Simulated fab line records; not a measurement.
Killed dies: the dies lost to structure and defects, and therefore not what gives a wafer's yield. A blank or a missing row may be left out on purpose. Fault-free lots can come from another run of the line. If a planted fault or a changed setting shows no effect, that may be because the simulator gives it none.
Matching of chambers :: flow n5Finfet :: 4 sister chambers for N5_STI_FIN_REVEAL_ETCH_34 on rieSi-04
The step etches Si in H2, material Si, target depth 0.97 nm. 7 wafers are shown with their chamber, then 7 later ones without.

WAFERS WITH THEIR CHAMBER
wafer: L077.1
chamber: 0
throttleValvePct (%): 25.5
drypumpMotorCurrentA (A): 5.8

wafer: L079.3
chamber: 2
throttleValvePct (%): 25.6
drypumpMotorCurrentA (A): 5.5

wafer: L087.1
chamber: 3
throttleValvePct (%): 25.3
drypumpMotorCurrentA (A): 6.0

wafer: L087.2
chamber: 1
throttleValvePct (%): 25.8
drypumpMotorCurrentA (A): 5.8

wafer: L087.3
chamber: 2
throttleValvePct (%): 25.6
drypumpMotorCurrentA (A): 5.5

wafer: L088.1
chamber: 3
throttleValvePct (%): 25.2
drypumpMotorCurrentA (A): 6.0

wafer: L088.4
chamber: 1
throttleValvePct (%): 25.8
drypumpMotorCurrentA (A): 5.7

WAFERS WITHOUT THEIR CHAMBER
wafer: L088.6
throttleValvePct (%): 25.6
drypumpMotorCurrentA (A): 5.6

wafer: L090.3
throttleValvePct (%): 25.6
drypumpMotorCurrentA (A): 5.5

wafer: L090.4
throttleValvePct (%): 25.5
drypumpMotorCurrentA (A): 5.8

wafer: L090.6
throttleValvePct (%): 25.6
drypumpMotorCurrentA (A): 5.6

wafer: L095.2
throttleValvePct (%): 25.8
drypumpMotorCurrentA (A): 5.7

wafer: L095.3
throttleValvePct (%): 25.6
drypumpMotorCurrentA (A): 5.5

wafer: L095.4
throttleValvePct (%): 25.2
drypumpMotorCurrentA (A): 6.0

EACH ONE'S CHAMBER
wafer: L088.6
from the rows above: 2
in truth: 2

wafer: L090.3
from the rows above: 2
in truth: 2

wafer: L090.4
from the rows above: 0
in truth: 0

wafer: L090.6
from the rows above: 2
in truth: 2

wafer: L095.2
from the rows above: 1
in truth: 1

wafer: L095.3
from the rows above: 2
in truth: 2

wafer: L095.4
from the rows above: 3
in truth: 3
7 of 7 placed correctly. Not placeable from these rows: 0. Number placed wrongly: 0.
How it was worked out, from the rows above alone: a wafer's distance from a chamber is the root of the sum, over the readings, of the square of ((its reading less the chamber's mean) divided by the reading's scatter). The wafer belongs to the nearest chamber; if the next one is less than 2 further off, it can't be placed. A chamber's mean is the mean of its shown wafers. How the scatter is found: for the shown wafers, subtract from each reading the mean of its chamber, square and add these, divide the total by (wafers less chambers), then take the root.
